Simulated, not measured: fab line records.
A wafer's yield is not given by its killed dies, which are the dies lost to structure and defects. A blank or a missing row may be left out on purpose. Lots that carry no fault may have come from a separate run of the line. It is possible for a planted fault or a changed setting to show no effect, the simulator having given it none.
Split-lot trial :: flow n5 finfet :: 7 lots, 21 wafers read, on a route of 1938 steps

THE SPLIT
At N5_BEOL_M5_ETCH_41 (etches SiCN in CH3F/O2, target depth 31.5 nm, time 56.7 s), the setting source w was moved away from the recipe's 395 W on 8 of the 21 wafers read, by -17.8% to +15.3%. This setting was run at the recipe's value on the other wafers.

The split's own step is where the reading is taken.

THE READING
rf vpp V, in V, at N5_BEOL_M5_ETCH_41 (etches SiCN in CH3F/O2, target depth 31.5 nm, time 56.7 s). On this fab line, fault-free wafers typically give 297.7 V with a standard deviation of 1.6 V.

wafer: L075.1
tool, chamber at the split: rie diel-02, 2
source w as run, W: 395
against the recipe: recipe
rf vpp V, V: 295.9
against lot-mates on the recipe: -

wafer: L075.2
tool, chamber at the split: rie diel-02, 1
source w as run, W: 395
against the recipe: recipe
rf vpp V, V: 297.0
against lot-mates on the recipe: -

wafer: L075.5
tool, chamber at the split: rie diel-02, 0
source w as run, W: 395
against the recipe: recipe
rf vpp V, V: 299.0
against lot-mates on the recipe: -

wafer: L074.2
tool, chamber at the split: rie diel-04, 3
source w as run, W: 395
against the recipe: recipe
rf vpp V, V: 297.3
against lot-mates on the recipe: -

wafer: L074.4
tool, chamber at the split: rie diel-04, 0
source w as run, W: 395
against the recipe: recipe
rf vpp V, V: 298.7
against lot-mates on the recipe: -

wafer: L074.5
tool, chamber at the split: rie diel-04, 3
source w as run, W: 448
against the recipe: +13.4%
rf vpp V, V: 285.0
against lot-mates on the recipe: -13.0

wafer: L079.1
tool, chamber at the split: rie diel-06, 0
source w as run, W: 395
against the recipe: recipe
rf vpp V, V: 298.5
against lot-mates on the recipe: -

wafer: L079.2
tool, chamber at the split: rie diel-06, 2
source w as run, W: 418.2
against the recipe: +5.9%
rf vpp V, V: 292.9
against lot-mates on the recipe: -5.7

wafer: L079.4
tool, chamber at the split: rie diel-06, 1
source w as run, W: 395
against the recipe: recipe
rf vpp V, V: 298.7
against lot-mates on the recipe: -

wafer: L088.1
tool, chamber at the split: rie diel-04, 0
source w as run, W: 395
against the recipe: recipe
rf vpp V, V: 300.9
against lot-mates on the recipe: -

wafer: L088.2
tool, chamber at the split: rie diel-04, 2
source w as run, W: 395
against the recipe: recipe
rf vpp V, V: 297.9
against lot-mates on the recipe: -

wafer: L088.6
tool, chamber at the split: rie diel-04, 1
source w as run, W: 395
against the recipe: recipe
rf vpp V, V: 300.1
against lot-mates on the recipe: -

wafer: L091.1
tool, chamber at the split: rie diel-02, 1
source w as run, W: 455.6
against the recipe: +15.3%
rf vpp V, V: 282.3
against lot-mates on the recipe: -14.4

wafer: L091.5
tool, chamber at the split: rie diel-02, 1
source w as run, W: 455.6
against the recipe: +15.3%
rf vpp V, V: 283.1
against lot-mates on the recipe: -13.6

wafer: L091.6
tool, chamber at the split: rie diel-02, 0
source w as run, W: 395
against the recipe: recipe
rf vpp V, V: 296.7
against lot-mates on the recipe: -

wafer: L093.2
tool, chamber at the split: rie diel-02, 1
source w as run, W: 395
against the recipe: recipe
rf vpp V, V: 298.2
against lot-mates on the recipe: -

wafer: L093.3
tool, chamber at the split: rie diel-02, 2
source w as run, W: 344.6
against the recipe: -12.8%
rf vpp V, V: 308.8
against lot-mates on the recipe: +10.6

wafer: L093.5
tool, chamber at the split: rie diel-02, 2
source w as run, W: 344.6
against the recipe: -12.8%
rf vpp V, V: 309.5
against lot-mates on the recipe: +11.3

wafer: L094.1
tool, chamber at the split: rie diel-02, 1
source w as run, W: 395
against the recipe: recipe
rf vpp V, V: 298.0
against lot-mates on the recipe: -

wafer: L094.2
tool, chamber at the split: rie diel-02, 2
source w as run, W: 324.6
against the recipe: -17.8%
rf vpp V, V: 316.1
against lot-mates on the recipe: +18.1

wafer: L094.5
tool, chamber at the split: rie diel-02, 1
source w as run, W: 324.6
against the recipe: -17.8%
rf vpp V, V: 315.0
against lot-mates on the recipe: +17.0

FIT RESULTS
A straight line over all 21 wafers: rf vpp V changes by -0.962 V for each +1% of source w; r = -0.99; the points scatter about the line by 1.2 V.
The same after taking each lot's own level away (the mean of its wafers on the recipe; 21 wafers): -0.937 V for each +1%; r = -0.99; scatter 0.91 V.
Per that fit: largest source w move, reading shift of 17 V.
Measured against the standard deviation above, the lots' own levels, which go from 296.70 to 299.63 V, span 1.8 times it.
Consequently the slope shifts little with the lot-to-lot level, the two slopes agreeing.
Check: for one of the wafers moved furthest among these (-17.8%), held out of the fit, the line's prediction against its lot-mates is +16.3 V. It came out at +18.1 V against them.
Tool readings at the split's step, against how far the setting was moved: rf vpp V r = -0.99.

ADDITIONAL SPLITS CARRIED BY THESE WAFERS
These wafers also went through other splits before the reading. Each is held against what the fit with the lots' levels taken away leaves over:
other split on the same wafers: N5_BEOL_M5_EXPOSE_08 dose mj
wafers away from the commonest value: 6
r with rf vpp V (lot level and that fit taken away): +0.13

other split on the same wafers: N5_BEOL_M5_TRENCH_ETCH_37 source w
wafers away from the commonest value: 4
r with rf vpp V (lot level and that fit taken away): -0.25

THE WHOLE CHAIN: every reading that the file lists as answering this split, in the file's order
step: N5_BEOL_M5_ETCH_41
what it does: etches SiCN in CH3F/O2, target depth 31.5 nm, time 56.7 s
reading: rf vpp V
change (the file's fit): -0.94 V for each +1% of the setting
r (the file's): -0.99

step: N5_BEOL_M5_ETCH_41
what it does: etches SiCN in CH3F/O2, target depth 31.5 nm, time 56.7 s
reading: etch.depth nm (the simulator's own value, which no gauge read)
change (the file's fit): +0.0834 nm for each +1% of the setting
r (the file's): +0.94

FILE'S OWN FIT
rf vpp V changes by -0.94 V for each +1% of source w, r = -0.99.
